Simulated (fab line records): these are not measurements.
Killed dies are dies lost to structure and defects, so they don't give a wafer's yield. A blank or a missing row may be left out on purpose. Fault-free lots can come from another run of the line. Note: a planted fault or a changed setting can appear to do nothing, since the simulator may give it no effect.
Lot-split experiment ; flow n5_finfet ; 39 wafers read across 7 lots, on a route 1938 steps long

SPLIT DETAILS
At N5_BEOL_M10_DEP_56 (deposits SiCN from 3MS/NH3, target thk 15 nm, time 26.5 s), the setting target_thk_a was moved away from the recipe's 150 angstrom on 15 of the 39 wafers read, by -54.0% to +56.2%. This setting was run at the recipe's value on the other wafers.

Reading taken at the split's own step.

THE READING
SiCN_of_BEOL_M10_DEP_56.thk_nm (the simulator's own value, which no gauge read), in nm, at N5_BEOL_M10_DEP_56 (deposits SiCN from 3MS/NH3, target thk 15 nm, time 26.5 s). The file does not state a usual value for it. Here, 24 wafers ran the recipe; their average is 14.8 nm with a standard deviation of 0.21 nm.

wafer;tool, chamber at the split;target_thk_a as run, angstrom;against the recipe;SiCN_of_BEOL_M10_DEP_56.thk_nm, nm;against lot-mates on the recipe
L076.1;pecvd-03, 1;190.1;+26.7%;18.6;+3.9
L076.2;pecvd-03, 0;190.1;+26.7%;18.4;+3.7
L076.3;pecvd-03, 2;150;recipe;14.2;-
L076.4;pecvd-03, 1;190.1;+26.7%;18.8;+4.1
L076.5;pecvd-03, 0;150;recipe;15;-
L076.6;pecvd-03, 2;150;recipe;14.8;-
L077.1;pecvd-01, 2;69.01;-54.0%;7;-8.1
L077.2;pecvd-01, 0,1;150;recipe;15;-
L077.4;pecvd-01, 0,1;150;recipe;15;-
L077.3;pecvd-01, 1;150;recipe;15.2;-
L077.5;pecvd-01, 2;69.01;-54.0%;6.8;-8.3
L077.6;pecvd-01, 0;69.01;-54.0%;7.2;-7.9
L079.1;pecvd-01, 0,1,0;150;recipe;15;-
L079.5;pecvd-01, 0,1,0;150;recipe;15;-
L079.6;pecvd-01, 0,1,0;150;recipe;15;-
L079.2;pecvd-01, 2,1;234.3;+56.2%;23.4;+8.4
L079.3;pecvd-01, 2,1;234.3;+56.2%;23.4;+8.4
L079.4;pecvd-01, 2;234.3;+56.2%;23.8;+8.8
L080.1;pecvd-01, 0;150;recipe;14.6;-
L080.2;pecvd-01, 1,2;212.7;+41.8%;21.2;+6.5
L080.5;pecvd-01, 1,2;212.7;+41.8%;21.2;+6.5
L080.3;pecvd-01, 2;212.7;+41.8%;20.8;+6.1
L080.4;pecvd-01, 1,0;150;recipe;14.8;-
L080.6;pecvd-01, 1,0;150;recipe;14.8;-
L083.1;pecvd-01, 2;212.5;+41.7%;21.2;+6.3
L083.4;pecvd-01, 2;212.5;+41.7%;21.2;+6.3
L083.2;pecvd-01, 0;212.5;+41.7%;21;+6.1
L083.3;pecvd-01, 1,0;150;recipe;14.8;-
L083.5;pecvd-01, 1,0;150;recipe;14.8;-
L083.6;pecvd-01, 1;150;recipe;15;-
L087.1;pecvd-04, 2,1;150;recipe;14.6;-
L087.2;pecvd-04, 2,1;150;recipe;14.6;-
L087.3;pecvd-04, 0,1;150;recipe;14.8;-
L087.4;pecvd-04, 0,1;150;recipe;14.8;-
L087.5;pecvd-04, 0;150;recipe;15;-
L087.6;pecvd-04, 2;150;recipe;15.2;-
L091.1;pecvd-03, 2,1,1;150;recipe;14.8;-
L091.2;pecvd-03, 2,1,1;150;recipe;14.8;-
L091.4;pecvd-03, 2,1,1;150;recipe;14.8;-
When a row names more than one chamber, that row covers several wafers, and the file does not tell which wafer ran in which chamber.

FIT RESULTS
A straight line over all 39 wafers: SiCN_of_BEOL_M10_DEP_56.thk_nm changes by +0.149 nm for each +1% of target_thk_a; r = +1.00; the points scatter about the line by 0.23 nm.
The same after taking each lot's own level away (the mean of its wafers on the recipe; 39 wafers): +0.15 nm for each +1%; r = +1.00; scatter 0.18 nm.
That fit puts the effect of the largest move of target_thk_a on the reading at 8.5 nm.
The span of the lots' own levels, 14.67 to 15.07 nm, comes to 1.9 times the standard deviation stated above.
Consequently the slope shifts little with the lot-to-lot level, the two slopes agreeing.
Check: for one of the wafers moved furthest among these (+56.2%), held out of the fit, the line's prediction against its lot-mates is +8.47 nm. It came out at +8.4 nm against them.

THE OTHER SPLITS THESE WAFERS WENT THROUGH
Note: prior to the reading, these wafers also went through further splits. Each is held against what the fit with the lots' levels taken away leaves over:
other split on the same wafers;wafers away from the commonest value;r with SiCN_of_BEOL_M10_DEP_56.thk_nm (lot level and that fit taken away)
N5_BEOL_M8_TRENCH_ETCH_37 time_s;15;+0.17

THE FILE'S OWN FIT
SiCN_of_BEOL_M10_DEP_56.thk_nm changes by +0.151 nm for each +1% of target_thk_a, r = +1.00.
